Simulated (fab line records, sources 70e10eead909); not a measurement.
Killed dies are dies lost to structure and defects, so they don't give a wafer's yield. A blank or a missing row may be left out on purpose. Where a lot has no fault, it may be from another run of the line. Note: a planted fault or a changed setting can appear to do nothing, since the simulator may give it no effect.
fab line records :: flow nand-harc
record:
  lots: 6
  wafers: 18
  last-day: 35
route steps=1302 shown A_CHANNEL_HOLE_D2@607 A_CHANNEL_FILL_D2@610
lots that met no fault: from a run of the same line without faults
start-h: hours from the record's opening day to when the first of the lot's shown wafers began :: wait-h: hours from the lot's prior step to this one :: " repeats the value in the row above :: L1.1+2: a single row standing in for several wafers :: - no value, or no start was given :: * or withheld: withheld :: < > ~ a bound
route shown NAME@n: a module of which the file shows steps, and the number in the route of the first :: usual: mean and standard deviation over wafers with no fault :: same: alike in all rows :: chamber/n: place in a boat :: sites: per-site readings :: _std_site: standard deviation across them :: _edge_site: the outer-site mean with the inner-site mean subtracted :: radius-mm: how far each site lies from the wafer's centre :: mask NAME#n: copy n :: behind: the tool/chamber that last shaped the wafer :: hold: cause of the lot's hold/its duration in hours/its outcome :: device: whichever transistor did not switch (one of n, p or np) :: end of line: the route-end tests of the same wafers :: where a step has no rows: the recipe by itself :: killed: the dies lost at the first sort to structure and to defects; this is not the yield of the wafer :: map: a wafer's dies, x killed, . not, _ none there
set.NAME: the setting the step ran with; set.NAME@STEP: the setting that earlier step ran with :: model.NAME: the simulator's own value behind a step, which no gauge read
a table for each step, a row for each wafer; lots at some steps of the route
services: from which hour (start-h, from the record's first day; less than 0 if before it) a tool's chamber was out of use, for how many hours, and why
== steps ==
step: NHARC_A_CHANNEL_HOLE_D2_CD_MEAS_31
usual:
  cd-nm: 90.7/1.4
lot.wafer: L480.1
tool: cd-sem-01
chamber: -
start-h: 432.97
wait-h: -
cd-nm: 90.9

lot.wafer: L480.2
tool: cd-sem-01
chamber: -
start-h: 432.97
wait-h: -
cd-nm: 89.6

lot.wafer: L480.5
tool: cd-sem-01
chamber: -
start-h: 432.97
wait-h: -
cd-nm: 90.2

lot.wafer: L482.3
tool: cd-sem-01
chamber: -
start-h: 445.12
wait-h: -
cd-nm: 91.4

lot.wafer: L482.4
tool: cd-sem-01
chamber: -
start-h: 445.12
wait-h: -
cd-nm: 88.3

lot.wafer: L482.6
tool: cd-sem-01
chamber: -
start-h: 445.12
wait-h: -
cd-nm: 90.3

lot.wafer: L484.1
tool: cd-sem-02
chamber: -
start-h: 449.30
wait-h: -
cd-nm: 90.2

lot.wafer: L484.2
tool: cd-sem-02
chamber: -
start-h: 449.30
wait-h: -
cd-nm: 90.1

lot.wafer: L484.3
tool: cd-sem-02
chamber: -
start-h: 449.30
wait-h: -
cd-nm: 90.4

lot.wafer: L486.2
tool: cd-sem-03
chamber: -
start-h: 460.91
wait-h: -
cd-nm: 89.3

lot.wafer: L486.3
tool: cd-sem-03
chamber: -
start-h: 460.91
wait-h: -
cd-nm: 90.7

lot.wafer: L486.4
tool: cd-sem-03
chamber: -
start-h: 460.91
wait-h: -
cd-nm: 89.6

lot.wafer: L485.2
tool: cd-sem-03
chamber: -
start-h: 461.47
wait-h: -
cd-nm: 90.8

lot.wafer: L485.4
tool: cd-sem-03
chamber: -
start-h: 461.47
wait-h: -
cd-nm: 91.9

lot.wafer: L485.6
tool: cd-sem-03
chamber: -
start-h: 461.47
wait-h: -
cd-nm: 92.4

lot.wafer: L492.1
tool: cd-sem-03
chamber: -
start-h: 549.73
wait-h: -
cd-nm: 92.6

lot.wafer: L492.4
tool: cd-sem-03
chamber: -
start-h: 549.73
wait-h: -
cd-nm: 90.0

lot.wafer: L492.5
tool: cd-sem-03
chamber: -
start-h: 549.73
wait-h: -
cd-nm: 90.0
step: NHARC_A_CHANNEL_HOLE_D2_XSEM_32
recipe:
  landing-energy-ev: 35000
step: NHARC_A_CHANNEL_HOLE_D2_INSPECT_40
usual:
  raw-defect-count: 271/82
lot.wafer: L480.1
tool: defect-inspect-02
chamber: -
start-h: 433.16
wait-h: -
raw-defect-count: 277

lot.wafer: L480.2
tool: defect-inspect-02
chamber: -
start-h: 433.16
wait-h: -
raw-defect-count: 267

lot.wafer: L480.5
tool: defect-inspect-02
chamber: -
start-h: 433.16
wait-h: -
raw-defect-count: 285

lot.wafer: L482.3
tool: defect-inspect-01
chamber: -
start-h: 445.33
wait-h: -
raw-defect-count: 189

lot.wafer: L482.4
tool: defect-inspect-01
chamber: -
start-h: 445.33
wait-h: -
raw-defect-count: 174

lot.wafer: L482.6
tool: defect-inspect-01
chamber: -
start-h: 445.33
wait-h: -
raw-defect-count: 207

lot.wafer: L484.1
tool: defect-inspect-02
chamber: -
start-h: 449.49
wait-h: -
raw-defect-count: 321

lot.wafer: L484.2
tool: defect-inspect-02
chamber: -
start-h: 449.49
wait-h: -
raw-defect-count: 286

lot.wafer: L484.3
tool: defect-inspect-02
chamber: -
start-h: 449.49
wait-h: -
raw-defect-count: 284

lot.wafer: L486.2
tool: defect-inspect-02
chamber: -
start-h: 461.09
wait-h: -
raw-defect-count: 310

lot.wafer: L486.3
tool: defect-inspect-02
chamber: -
start-h: 461.09
wait-h: -
raw-defect-count: 300

lot.wafer: L486.4
tool: defect-inspect-02
chamber: -
start-h: 461.09
wait-h: -
raw-defect-count: 266

lot.wafer: L485.2
tool: defect-inspect-01
chamber: -
start-h: 461.66
wait-h: -
raw-defect-count: 402

lot.wafer: L485.4
tool: defect-inspect-01
chamber: -
start-h: 461.66
wait-h: -
raw-defect-count: 258

lot.wafer: L485.6
tool: defect-inspect-01
chamber: -
start-h: 461.66
wait-h: -
raw-defect-count: 248

lot.wafer: L492.1
tool: defect-inspect-01
chamber: -
start-h: 549.92
wait-h: -
raw-defect-count: 289

lot.wafer: L492.4
tool: defect-inspect-01
chamber: -
start-h: 549.92
wait-h: -
raw-defect-count: 211

lot.wafer: L492.5
tool: defect-inspect-01
chamber: -
start-h: 549.92
wait-h: -
raw-defect-count: 255
step: NHARC_A_CHANNEL_FILL_D2_PRECLEAN_00
recipe:
  time-s: *
  temp-c: 50
  bath-age-min: 0
  chemistry: SC1
step: NHARC_A_CHANNEL_FILL_D2_SRD_01
step: NHARC_A_CHANNEL_FILL_D2_ALD_02
recipe:
  target-thk-a: 60
  pulse-time-s: 10
  ald-cycles: 60
  temp-c: 300
  material: SiO2
step: NHARC_A_CHANNEL_FILL_D2_ALD_03
recipe:
  target-thk-a: 60
  pulse-time-s: 60
  ald-cycles: 58
  temp-c: 630
  pressure-torr: 2
  material: SiNx
usual:
  precursor-pulse-height-rel: 0.998/0.02
same:
  ald-cycles: 58
lot.wafer: L480.1
tool: ald-sin-batch-02
chamber: 0
start-h: -
wait-h: -
precursor-pulse-height-rel: 0.998

lot.wafer: L480.2
tool: ald-sin-batch-02
chamber: 0
start-h: -
wait-h: -
precursor-pulse-height-rel: 0.991

lot.wafer: L480.5
tool: ald-sin-batch-02
chamber: 0
start-h: -
wait-h: -
precursor-pulse-height-rel: 0.974

lot.wafer: L482.3
tool: ald-sin-batch-02
chamber: 0
start-h: -
wait-h: -
precursor-pulse-height-rel: 1.006

lot.wafer: L482.4
tool: ald-sin-batch-02
chamber: 0
start-h: -
wait-h: -
precursor-pulse-height-rel: 0.985

lot.wafer: L482.6
tool: ald-sin-batch-02
chamber: 0
start-h: -
wait-h: -
precursor-pulse-height-rel: 1.003

lot.wafer: L484.1
tool: ald-sin-batch-01
chamber: 0
start-h: -
wait-h: -
precursor-pulse-height-rel: 0.985

lot.wafer: L484.2
tool: ald-sin-batch-01
chamber: 0
start-h: -
wait-h: -
precursor-pulse-height-rel: 0.969

lot.wafer: L484.3
tool: ald-sin-batch-01
chamber: 0
start-h: -
wait-h: -
precursor-pulse-height-rel: 0.979

lot.wafer: L485.2
tool: ald-sin-batch-01
chamber: 0
start-h: -
wait-h: -
precursor-pulse-height-rel: 1.010

lot.wafer: L485.4
tool: ald-sin-batch-01
chamber: 0
start-h: -
wait-h: -
precursor-pulse-height-rel: 1.017

lot.wafer: L485.6
tool: ald-sin-batch-01
chamber: 0
start-h: -
wait-h: -
precursor-pulse-height-rel: 0.997

lot.wafer: L486.2
tool: ald-sin-batch-01
chamber: 0
start-h: -
wait-h: -
precursor-pulse-height-rel: 0.989

lot.wafer: L486.3
tool: ald-sin-batch-01
chamber: 0
start-h: -
wait-h: -
precursor-pulse-height-rel: 1.012

lot.wafer: L486.4
tool: ald-sin-batch-01
chamber: 0
start-h: -
wait-h: -
precursor-pulse-height-rel: 1.000

lot.wafer: L492.1
tool: ald-sin-batch-02
chamber: 0
start-h: -
wait-h: -
precursor-pulse-height-rel: 0.973

lot.wafer: L492.4
tool: ald-sin-batch-02
chamber: 0
start-h: -
wait-h: -
precursor-pulse-height-rel: 0.968

lot.wafer: L492.5
tool: ald-sin-batch-02
chamber: 0
start-h: -
wait-h: -
precursor-pulse-height-rel: 1.012
step: NHARC_A_CHANNEL_FILL_D2_ALD_14
recipe:
  target-thk-a: 25
  pulse-time-s: 10
  ald-cycles: 25
  temp-c: 300
  material: SiO2
usual:
  heater-power-w: 461/41
  precursor-pulse-height-rel: 0.997/0.02
same:
  ald-cycles: 25
lot.wafer: L480.2
tool: ald-hk-04
chamber: 2
start-h: 442.49
wait-h: 2.2
heater-power-w: 465
precursor-pulse-height-rel: 1.041

lot.wafer: L480.1
tool: ald-hk-04
chamber: 1
start-h: 442.49
wait-h: 2.2
heater-power-w: 458
precursor-pulse-height-rel: 1.010

lot.wafer: L480.5
tool: ald-hk-04
chamber: 3
start-h: 442.49
wait-h: 2.2
heater-power-w: 394
precursor-pulse-height-rel: 0.995

lot.wafer: L482.3
tool: ald-hk-04
chamber: 1
start-h: 450.20
wait-h: 0.3
heater-power-w: 470
precursor-pulse-height-rel: 0.963

lot.wafer: L482.4
tool: ald-hk-04
chamber: 2
start-h: 450.20
wait-h: 0.3
heater-power-w: 461
precursor-pulse-height-rel: 1.026

lot.wafer: L482.6
tool: ald-hk-04
chamber: 3
start-h: 450.20
wait-h: 0.3
heater-power-w: 395
precursor-pulse-height-rel: 1.005

lot.wafer: L484.3
tool: ald-hk-02
chamber: 0
start-h: 456.81
wait-h: 0.1
heater-power-w: 406
precursor-pulse-height-rel: 0.955

lot.wafer: L484.1
tool: ald-hk-02
chamber: 1
start-h: 456.81
wait-h: 0.1
heater-power-w: 525
precursor-pulse-height-rel: 1.002

lot.wafer: L484.2
tool: ald-hk-02
chamber: 2
start-h: 456.81
wait-h: 0.1
heater-power-w: 490
precursor-pulse-height-rel: 1.021

lot.wafer: L485.2
tool: ald-hk-01
chamber: 3
start-h: 468.29
wait-h: 0.0
heater-power-w: 472
precursor-pulse-height-rel: 1.021

lot.wafer: L485.4
tool: ald-hk-01
chamber: 2
start-h: 468.29
wait-h: 0.0
heater-power-w: 462
precursor-pulse-height-rel: 1.053

lot.wafer: L485.6
tool: ald-hk-01
chamber: 3
start-h: 468.29
wait-h: 0.0
heater-power-w: 483
precursor-pulse-height-rel: 1.007

lot.wafer: L486.2
tool: ald-hk-04
chamber: 2
start-h: 468.29
wait-h: 0.0
heater-power-w: 473
precursor-pulse-height-rel: 0.999

lot.wafer: L486.4
tool: ald-hk-04
chamber: 3
start-h: 468.29
wait-h: 0.0
heater-power-w: 401
precursor-pulse-height-rel: 1.006

lot.wafer: L486.3
tool: ald-hk-04
chamber: 1
start-h: 468.29
wait-h: 0.0
heater-power-w: 467
precursor-pulse-height-rel: 1.027

lot.wafer: L492.1
tool: ald-hk-04
chamber: 1
start-h: 556.94
wait-h: 0.0
heater-power-w: 470
precursor-pulse-height-rel: 0.959

lot.wafer: L492.4
tool: ald-hk-04
chamber: 3
start-h: 556.94
wait-h: 0.0
heater-power-w: 400
precursor-pulse-height-rel: 1.001

lot.wafer: L492.5
tool: ald-hk-04
chamber: 2
start-h: 556.94
wait-h: 0.0
heater-power-w: 473
precursor-pulse-height-rel: 0.995
step: NHARC_A_CHANNEL_FILL_D2_ALD_15
recipe:
  target-thk-a: 20
  pulse-time-s: 60
  ald-cycles: 19
  temp-c: 630
  pressure-torr: 2
  material: SiNx
usual:
  precursor-pulse-height-rel: 0.998/0.019
same:
  ald-cycles: 19
lot.wafer: L480.1
tool: ald-sin-batch-01
chamber: 0
start-h: -
wait-h: -
precursor-pulse-height-rel: 0.951

lot.wafer: L480.2
tool: ald-sin-batch-01
chamber: 0
start-h: -
wait-h: -
precursor-pulse-height-rel: 1.017

lot.wafer: L480.5
tool: ald-sin-batch-01
chamber: 0
start-h: -
wait-h: -
precursor-pulse-height-rel: 0.991

lot.wafer: L482.3
tool: ald-sin-batch-03
chamber: 0
start-h: -
wait-h: -
precursor-pulse-height-rel: 0.969

lot.wafer: L482.4
tool: ald-sin-batch-03
chamber: 0
start-h: -
wait-h: -
precursor-pulse-height-rel: 0.989

lot.wafer: L482.6
tool: ald-sin-batch-03
chamber: 0
start-h: -
wait-h: -
precursor-pulse-height-rel: 1.040

lot.wafer: L484.1
tool: ald-sin-batch-02
chamber: 0
start-h: -
wait-h: -
precursor-pulse-height-rel: 1.012

lot.wafer: L484.2
tool: ald-sin-batch-02
chamber: 0
start-h: -
wait-h: -
precursor-pulse-height-rel: 1.015

lot.wafer: L484.3
tool: ald-sin-batch-02
chamber: 0
start-h: -
wait-h: -
precursor-pulse-height-rel: 0.978

lot.wafer: L485.2
tool: ald-sin-batch-02
chamber: 0
start-h: -
wait-h: -
precursor-pulse-height-rel: 0.976

lot.wafer: L485.4
tool: ald-sin-batch-02
chamber: 0
start-h: -
wait-h: -
precursor-pulse-height-rel: 0.998

lot.wafer: L485.6
tool: ald-sin-batch-02
chamber: 0
start-h: -
wait-h: -
precursor-pulse-height-rel: 1.031

lot.wafer: L486.2
tool: ald-sin-batch-02
chamber: 0
start-h: -
wait-h: -
precursor-pulse-height-rel: 1.005

lot.wafer: L486.3
tool: ald-sin-batch-02
chamber: 0
start-h: -
wait-h: -
precursor-pulse-height-rel: 1.008

lot.wafer: L486.4
tool: ald-sin-batch-02
chamber: 0
start-h: -
wait-h: -
precursor-pulse-height-rel: 1.019

lot.wafer: L492.1
tool: ald-sin-batch-02
chamber: 0
start-h: -
wait-h: -
precursor-pulse-height-rel: 1.017

lot.wafer: L492.4
tool: ald-sin-batch-02
chamber: 0
start-h: -
wait-h: -
precursor-pulse-height-rel: 1.006

lot.wafer: L492.5
tool: ald-sin-batch-02
chamber: 0
start-h: -
wait-h: -
precursor-pulse-height-rel: 1.006
step: NHARC_A_CHANNEL_FILL_D2_ALD_16
recipe:
  target-thk-a: 15
  pulse-time-s: 10
  ald-cycles: 15
  temp-c: 300
  material: SiO2
usual:
  heater-power-w: 463/40
  precursor-pulse-height-rel: 0.999/0.019
same:
  ald-cycles: 15
lot.wafer: L480.2
tool: ald-hk-01
chamber: 3
start-h: 447.89
wait-h: 0.3
heater-power-w: 488
precursor-pulse-height-rel: 1.000

lot.wafer: L480.1
tool: ald-hk-01
chamber: 0
start-h: 447.89
wait-h: 0.3
heater-power-w: 437
precursor-pulse-height-rel: 0.996

lot.wafer: L480.5
tool: ald-hk-01
chamber: 1
start-h: 447.89
wait-h: 0.3
heater-power-w: 495
precursor-pulse-height-rel: 0.984

lot.wafer: L482.4
tool: ald-hk-04
chamber: 2
start-h: 455.35
wait-h: 0.1
heater-power-w: 454
precursor-pulse-height-rel: 0.967

lot.wafer: L482.3
tool: ald-hk-04
chamber: 3
start-h: 455.35
wait-h: 0.1
heater-power-w: 393
precursor-pulse-height-rel: 0.975

lot.wafer: L482.6
tool: ald-hk-04
chamber: 1
start-h: 455.35
wait-h: 0.1
heater-power-w: 464
precursor-pulse-height-rel: 0.969

lot.wafer: L484.1
tool: ald-hk-04
chamber: 3
start-h: 461.94
wait-h: 0.0
heater-power-w: 393
precursor-pulse-height-rel: 1.002

lot.wafer: L484.3
tool: ald-hk-04
chamber: 0
start-h: 461.94
wait-h: 0.0
heater-power-w: 533
precursor-pulse-height-rel: 0.976

lot.wafer: L484.2
tool: ald-hk-04
chamber: 2
start-h: 461.94
wait-h: 0.0
heater-power-w: 468
precursor-pulse-height-rel: 1.002

lot.wafer: L486.3
tool: ald-hk-04
chamber: 3
start-h: 475.55
wait-h: 2.1
heater-power-w: 393
precursor-pulse-height-rel: 1.008

lot.wafer: L486.4
tool: ald-hk-04
chamber: 1
start-h: 475.55
wait-h: 2.1
heater-power-w: 463
precursor-pulse-height-rel: 0.998

lot.wafer: L486.2
tool: ald-hk-04
chamber: 2
start-h: 475.55
wait-h: 2.1
heater-power-w: 462
precursor-pulse-height-rel: 0.994

lot.wafer: L485.4
tool: ald-hk-01
chamber: 3
start-h: 475.57
wait-h: 2.1
heater-power-w: 483
precursor-pulse-height-rel: 1.036

lot.wafer: L485.2
tool: ald-hk-01
chamber: 0
start-h: 475.57
wait-h: 2.1
heater-power-w: 448
precursor-pulse-height-rel: 0.972

lot.wafer: L485.6
tool: ald-hk-01
chamber: 0
start-h: 475.57
wait-h: 2.1
heater-power-w: 440
precursor-pulse-height-rel: 0.992

lot.wafer: L492.4
tool: ald-hk-01
chamber: 2
start-h: 562.11
wait-h: 0.0
heater-power-w: 435
precursor-pulse-height-rel: 1.005

lot.wafer: L492.1
tool: ald-hk-01
chamber: 1
start-h: 562.11
wait-h: 0.0
heater-power-w: 462
precursor-pulse-height-rel: 1.040

lot.wafer: L492.5
tool: ald-hk-01
chamber: 2
start-h: 562.11
wait-h: 0.0
heater-power-w: 425
precursor-pulse-height-rel: 0.953
step: NHARC_A_CHANNEL_FILL_D2_ANNEAL_17
recipe:
  temp-c: 850
  time-s: 1800
step: NHARC_A_CHANNEL_FILL_D2_CVD_18
recipe:
  target-thk-a: 30
  temp-c: 550
  material: poly-Si
step: NHARC_A_CHANNEL_FILL_D2_ETCHBACK_19
recipe:
  target-depth-a: 50
  time-s: 1.7
  hbr-flow-sccm: 150
  cl2-flow-sccm: 50
  rf-w: 400
  icp-w: 400
  bias-w: 100
  chemistry: HBr/Cl2
usual:
  drypump-motor-current-A: 5.7/0.5
  oes-product-au: 1.002/0.01
  throttle-valve-pct: 26.406/0.0091
lot.wafer: L480.1
tool: rie-si-03
chamber: 0
start-h: 459.50
wait-h: 0.4
drypump-motor-current-A: 5.2
oes-product-au: 0.985
rf-hours-counter-h: 0.3
throttle-valve-pct: 26.410

lot.wafer: L480.2
tool: rie-si-03
chamber: 1
start-h: 459.50
wait-h: 0.4
drypump-motor-current-A: 6.0
oes-product-au: 0.975
rf-hours-counter-h: 0.3
throttle-valve-pct: 26.406

lot.wafer: L480.5
tool: rie-si-03
chamber: 0
start-h: 459.50
wait-h: 0.4
drypump-motor-current-A: 5.2
oes-product-au: 0.987
rf-hours-counter-h: -
throttle-valve-pct: 26.397

lot.wafer: L482.3
tool: rie-si-04
chamber: 2
start-h: 467.19
wait-h: 0.4
drypump-motor-current-A: 5.9
oes-product-au: 1.000
rf-hours-counter-h: 0.6
throttle-valve-pct: 26.416

lot.wafer: L482.4
tool: rie-si-04
chamber: 3
start-h: 467.19
wait-h: 0.4
drypump-motor-current-A: 5.8
oes-product-au: 1.006
rf-hours-counter-h: 0.7
throttle-valve-pct: 26.412

lot.wafer: L482.6
tool: rie-si-04
chamber: 1
start-h: 467.19
wait-h: 0.4
drypump-motor-current-A: 6.0
oes-product-au: 0.994
rf-hours-counter-h: -
throttle-valve-pct: 26.406

lot.wafer: L484.2
tool: rie-si-04
chamber: 0
start-h: 473.82
wait-h: 0.4
drypump-motor-current-A: 5.6
oes-product-au: 0.739
rf-hours-counter-h: 0.8
throttle-valve-pct: 26.397

lot.wafer: L484.3
tool: rie-si-04
chamber: 1
start-h: 473.82
wait-h: 0.4
drypump-motor-current-A: 6.0
oes-product-au: 1.013
rf-hours-counter-h: 0.8
throttle-valve-pct: 26.412

lot.wafer: L484.1
tool: rie-si-04
chamber: 3
start-h: 473.82
wait-h: 0.4
drypump-motor-current-A: 5.8
oes-product-au: 1.010
rf-hours-counter-h: 0.8
throttle-valve-pct: 26.422

lot.wafer: L485.4
tool: rie-si-03
chamber: 2
start-h: 487.52
wait-h: 0.4
drypump-motor-current-A: 4.7
oes-product-au: 1.010
rf-hours-counter-h: 0.6
throttle-valve-pct: 26.414

lot.wafer: L485.2
tool: rie-si-03
chamber: 0
start-h: 487.52
wait-h: 0.4
drypump-motor-current-A: 5.2
oes-product-au: 1.002
rf-hours-counter-h: 0.6
throttle-valve-pct: 26.408

lot.wafer: L485.6
tool: rie-si-03
chamber: 2
start-h: 487.52
wait-h: 0.4
drypump-motor-current-A: 4.7
oes-product-au: 1.013
rf-hours-counter-h: -
throttle-valve-pct: 26.405

lot.wafer: L486.2
tool: rie-si-04
chamber: 0
start-h: 487.52
wait-h: 0.4
drypump-motor-current-A: 5.6
oes-product-au: 0.741
rf-hours-counter-h: 0.9
throttle-valve-pct: 26.398

lot.wafer: L486.4
tool: rie-si-04
chamber: 2
start-h: 487.52
wait-h: 0.4
drypump-motor-current-A: 5.9
oes-product-au: 1.009
rf-hours-counter-h: 0.7
throttle-valve-pct: 26.422

lot.wafer: L486.3
tool: rie-si-04
chamber: 3
start-h: 487.52
wait-h: 0.4
drypump-motor-current-A: 5.8
oes-product-au: 1.023
rf-hours-counter-h: 0.8
throttle-valve-pct: 26.388

lot.wafer: L492.4
tool: rie-si-03
chamber: 2
start-h: 574.01
wait-h: 0.4
drypump-motor-current-A: 4.7
oes-product-au: 1.003
rf-hours-counter-h: 1.1
throttle-valve-pct: 26.399

lot.wafer: L492.1
tool: rie-si-03
chamber: 0
start-h: 574.01
wait-h: 0.4
drypump-motor-current-A: 5.2
oes-product-au: 1.003
rf-hours-counter-h: 1.1
throttle-valve-pct: 26.403

lot.wafer: L492.5
tool: rie-si-03
chamber: 2
start-h: 574.01
wait-h: 0.4
drypump-motor-current-A: 4.7
oes-product-au: 0.996
rf-hours-counter-h: -
throttle-valve-pct: 26.404
step: NHARC_A_CHANNEL_FILL_D2_ETCHBACK_20
recipe:
  target-depth-a: 270
  time-s: 13.5
  c4f8-flow-sccm: withheld
  o2-flow-sccm: 8
  ar-flow-sccm: withheld
  rf-w: 600
  bias-w: 1500
  chemistry: C4F8/O2/Ar
usual:
  oes-product-au: 0.98/0.032
  rf-vpp-V: 978/5.8
lot.wafer: L480.1
tool: rie-diel-13
chamber: 0
start-h: 459.64
wait-h: -
oes-product-au: 1.02
rf-hours-counter-h: 4
rf-vpp-V: 972

lot.wafer: L480.2
tool: rie-diel-13
chamber: 1
start-h: 459.64
wait-h: -
oes-product-au: 0.99
rf-hours-counter-h: 4
rf-vpp-V: 984

lot.wafer: L480.5
tool: rie-diel-13
chamber: 2
start-h: 459.64
wait-h: -
oes-product-au: 0.98
rf-hours-counter-h: -
rf-vpp-V: 976

lot.wafer: L482.3
tool: rie-diel-07
chamber: 0
start-h: 467.29
wait-h: -
oes-product-au: 0.99
rf-hours-counter-h: 5
rf-vpp-V: 973

lot.wafer: L482.4
tool: rie-diel-07
chamber: 1
start-h: 467.29
wait-h: -
oes-product-au: 1.01
rf-hours-counter-h: 5
rf-vpp-V: 971

lot.wafer: L482.6
tool: rie-diel-07
chamber: 0
start-h: 467.29
wait-h: -
oes-product-au: 0.98
rf-hours-counter-h: -
rf-vpp-V: 973

lot.wafer: L484.3
tool: rie-diel-13
chamber: 0
start-h: 473.97
wait-h: -
oes-product-au: 0.94
rf-hours-counter-h: 4
rf-vpp-V: 972

lot.wafer: L484.1
tool: rie-diel-13
chamber: 1
start-h: 473.97
wait-h: -
oes-product-au: 0.91
rf-hours-counter-h: 4
rf-vpp-V: 985

lot.wafer: L484.2
tool: rie-diel-13
chamber: 2
start-h: 473.97
wait-h: -
oes-product-au: 0.92
rf-hours-counter-h: 4
rf-vpp-V: 976

lot.wafer: L485.2
tool: rie-diel-04
chamber: 0
start-h: 487.65
wait-h: -
oes-product-au: 0.93
rf-hours-counter-h: 21
rf-vpp-V: 984

lot.wafer: L485.4
tool: rie-diel-04
chamber: 1
start-h: 487.65
wait-h: -
oes-product-au: 0.91
rf-hours-counter-h: 21
rf-vpp-V: 982

lot.wafer: L485.6
tool: rie-diel-04
chamber: 0
start-h: 487.65
wait-h: -
oes-product-au: 0.92
rf-hours-counter-h: -
rf-vpp-V: 986

lot.wafer: L486.4
tool: rie-diel-13
chamber: 3
start-h: 487.65
wait-h: -
oes-product-au: 0.98
rf-hours-counter-h: 4
rf-vpp-V: 973

lot.wafer: L486.2
tool: rie-diel-13
chamber: 0
start-h: 487.65
wait-h: -
oes-product-au: 1.02
rf-hours-counter-h: 5
rf-vpp-V: 971

lot.wafer: L486.3
tool: rie-diel-13
chamber: 2
start-h: 487.65
wait-h: -
oes-product-au: 1.00
rf-hours-counter-h: 4
rf-vpp-V: 976

lot.wafer: L492.1
tool: rie-diel-13
chamber: 2
start-h: 574.14
wait-h: -
oes-product-au: 0.99
rf-hours-counter-h: 1
rf-vpp-V: 976

lot.wafer: L492.4
tool: rie-diel-13
chamber: 0
start-h: 574.14
wait-h: -
oes-product-au: 1.00
rf-hours-counter-h: 1
rf-vpp-V: 970

lot.wafer: L492.5
tool: rie-diel-13
chamber: 2
start-h: 574.14
wait-h: -
oes-product-au: 1.00
rf-hours-counter-h: -
rf-vpp-V: 975
== services ==
tool: rie-diel-13
chamber: 0
start-h: 424.50
hours: -
kind: clean

tool: ald-hk-04
chamber: -
start-h: 432.49
hours: 10.0
kind: pm

tool: ald-hk-04
chamber: 0
start-h: 432.49
hours: 10.0
kind: vent-cycle

tool: ald-hk-04
chamber: 1
start-h: 432.49
hours: 10.0
kind: vent-cycle

tool: ald-hk-04
chamber: 2
start-h: 432.49
hours: 10.0
kind: vent-cycle

tool: ald-hk-04
chamber: 3
start-h: 432.49
hours: 10.0
kind: vent-cycle

tool: ald-hk-04
chamber: 0
start-h: 442.49
hours: -
kind: clean

tool: ald-hk-04
chamber: 1
start-h: 442.49
hours: -
kind: clean

tool: ald-hk-04
chamber: 2
start-h: 442.49
hours: -
kind: clean

tool: ald-hk-04
chamber: 3
start-h: 442.49
hours: -
kind: clean

tool: rie-diel-04
chamber: 2
start-h: 451.21
hours: 9.3
kind: repair

tool: rie-diel-13
chamber: 3
start-h: 456.75
hours: 6.3
kind: repair

tool: rie-si-04
chamber: 2
start-h: 469.40
hours: 7.6
kind: repair

tool: rie-diel-07
chamber: -
start-h: 471.20
hours: 9.0
kind: pm

tool: rie-diel-13
chamber: -
start-h: 489.55
hours: 0.5
kind: repair

tool: rie-si-04
chamber: 3
start-h: 500.34
hours: 17.4
kind: repair

tool: ald-sin-batch-01
chamber: -
start-h: 506.00
hours: 26.0
kind: pm

tool: rie-diel-04
chamber: 2
start-h: 506.30
hours: 5.7
kind: repair

tool: rie-diel-13
chamber: -
start-h: 519.00
hours: 9.0
kind: pm

tool: rie-si-04
chamber: -
start-h: 519.00
hours: 9.0
kind: pm

tool: rie-diel-04
chamber: -
start-h: 532.13
hours: 9.0
kind: pm

tool: rie-si-03
chamber: 3
start-h: 541.60
hours: 2.4
kind: repair

tool: rie-diel-07
chamber: 0
start-h: 557.99
hours: 7.8
kind: repair

tool: ald-sin-batch-02
chamber: -
start-h: 572.89
hours: 9.5
kind: repair
== key ==
first-sign:
  step: NHARC_A_CHANNEL_FILL_D2_ETCHBACK_19
  reading: oes-product-au
  direction: down
  sigmas: 25
  usual: 1.002
  struck: 0.740
effect none on later readings
met-at NHARC_A_CHANNEL_FILL_D2_ETCHBACK_19
struck-wafers L484.2,L486.2
later-rows-left-out L484.2,L486.2
sort-left-out L484.2,L486.2
tester-left-out L484,L486
fault:
  kind: process-parameter-drift
  tool: rie-si-04
  chamber: 0
  onset-h: 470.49
  steps: NHARC_A_CHANNEL_FILL_D2_ETCHBACK_19
  channel: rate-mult
  offset: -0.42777
  shape: step
  end-h: 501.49
tester-left-out: of these lots the tester's yield and bins aren't shown, on N5 and GAA mostly nor the transistor test; their killed dies are dies lost to structure and defects alone, not to doping, threshold or leakage, so they don't give the yield
sort-left-out: the simulated sort isn't trusted on such a fault, so these wafers' sort isn't shown, and their yield isn't known
later-rows-left-out: the simulator's readings of these wafers behind a module that went badly wrong aren't trusted and aren't shown, but for the sort
